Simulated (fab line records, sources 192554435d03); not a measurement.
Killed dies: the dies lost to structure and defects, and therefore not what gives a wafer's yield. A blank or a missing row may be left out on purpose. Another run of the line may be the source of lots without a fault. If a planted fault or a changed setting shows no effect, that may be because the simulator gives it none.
Chamber matching	flow n5_finfet	N5_ILD0_CMP_12 on cmp-01: 4 sister chambers
The step polishes SiNx, stops on poly-Si, t overpolish 6 s, target thk 17.67 nm. 20 wafers are shown with their chamber, then 10 later ones without.

WAFERS WITH THEIR CHAMBER
wafer	chamber	motor_current_A (A)	retaining_ring_pressure_frac	overpolish_run_s (s)
L074.2	0	10.7	0.999	5.993
L074.4	1	8.2	1.011	6.002
L074.5	3	9.7	1.002	6.001
L078.2	0	10.6	0.992	5.992
L078.3	3	9.6	1.003	6.003
L078.4	1	8.8	1.000	5.993
L079.2	1	8.6	1.001	5.982
L079.3	2	9.6	1.007	5.992
L079.6	1	8.1	1.001	6.006
L082.1	2	9.9	1.007	5.998
L082.2	3	9.5	1.003	6.012
L082.3	1	8.1	0.999	6.000
L087.1	1	8.3	1.003	5.995
L087.2	2	9.7	0.998	6.000
L087.4	0	10.4	0.998	6.000
L091.2	0	10.3	1.002	6.011
L091.4	3	9.4	0.996	5.997
L091.6	1	8.5	1.001	5.990
L092.2	2	9.7	1.002	5.993
L092.4	0	10.3	0.994	5.981

SIGNATURES (means of the wafers above)
reading	chamber 0	chamber 1	chamber 2	chamber 3	scatter within a chamber
motor_current_A	10.460	8.371	9.725	9.550	0.204
retaining_ring_pressure_frac	0.99700	1.00229	1.00350	1.00100	0.00397
overpolish_run_s	5.99540	5.99543	5.99575	6.00325	0.00809
Rule: a wafer lies at a distance from a chamber equal to the root of the sum of squares, over the readings, of (its reading less the chamber's mean, divided by the reading's scatter). The wafer belongs to the nearest chamber; if the next one is less than 2 further off, it can't be placed. The scatter: take each reading less its chamber's mean, square it, sum over the shown wafers, divide by the number of wafers less the number of chambers, and take the root.

WAFERS WITH NO CHAMBER GIVEN
wafer	motor_current_A (A)	retaining_ring_pressure_frac	overpolish_run_s (s)
L092.6	9.1	1.007	5.999
L095.1	10.0	0.999	6.001
L095.2	8.4	0.994	6.003
L095.5	9.5	1.003	6.002
L096.2	8.3	1.000	5.973
L096.4	10.2	1.003	5.999
L096.6	10.2	0.999	5.990
L097.3	10.0	1.002	5.980
L097.5	9.3	0.999	5.995
L097.6	9.7	1.000	6.007

THE CHAMBER EACH PASSED THROUGH
wafer	from the rows above	in truth
L092.6	can't be placed: 3 or 2 or 1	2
L095.1	can't be placed: 2 or 3 or 0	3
L095.2	1	1
L095.5	can't be placed: 3 or 2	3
L096.2	1	1
L096.4	can't be placed: 0 or 2 or 3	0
L096.6	can't be placed: 0 or 2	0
L097.3	can't be placed: 2 or 0 or 3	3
L097.5	can't be placed: 3 or 2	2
L097.6	can't be placed: 3 or 2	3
Correct placement for 2 of the 10. From these rows, 8 cannot be placed; in 8 the true chamber is one of the candidates. Wrongly placed: 0.
